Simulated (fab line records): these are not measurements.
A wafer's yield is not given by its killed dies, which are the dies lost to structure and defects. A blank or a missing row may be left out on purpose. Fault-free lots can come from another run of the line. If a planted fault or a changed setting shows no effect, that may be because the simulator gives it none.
Matching of chambers	flow nand-harc	pecvd-04 running NHARC_A_STAIRCASE_DEP_151: 3 sister chambers
The step deposits SiO2, target thk 7200 nm. 3 wafers are shown with their chamber, then 7 later ones without.

WAFERS PAIRED WITH THEIR CHAMBERS
wafer	chamber	heater-power-w (W)
L082.6	2	675
L090.1	1	835
L090.2	0	706

WAFERS WHOSE CHAMBER IS MISSING
wafer	heater-power-w (W)
L090.3	833
L092.1	714
L092.3	755
L092.5	677
L095.1	720
L095.4	673
L095.5	692

EACH ONE'S CHAMBER
wafer	from the rows above	in truth
L090.3	1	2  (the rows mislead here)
L092.1	can't be placed: 0 or 2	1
L092.3	can't be placed: 0 or 1 or 2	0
L092.5	can't be placed: 2 or 0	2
L095.1	can't be placed: 0 or 2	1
L095.4	can't be placed: 2 or 0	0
L095.5	can't be placed: 0 or 2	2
Placed correctly: 0 of 7. These rows do not allow placing 6 (true chamber among the candidates in 4). 1 placed wrongly.
How it was worked out, from the rows above alone: a wafer's distance from a chamber is the root of the sum, over the readings, of the square of ((its reading less the chamber's mean) divided by the reading's scatter). The wafer belongs to the nearest chamber; if the next one is less than 2 further off, it can't be placed. Each chamber's mean is taken over the wafers shown for it. The scatter (one wafer shown for each chamber): square how far every hidden wafer sits from the nearest shown wafer, average those squares and take the square root.
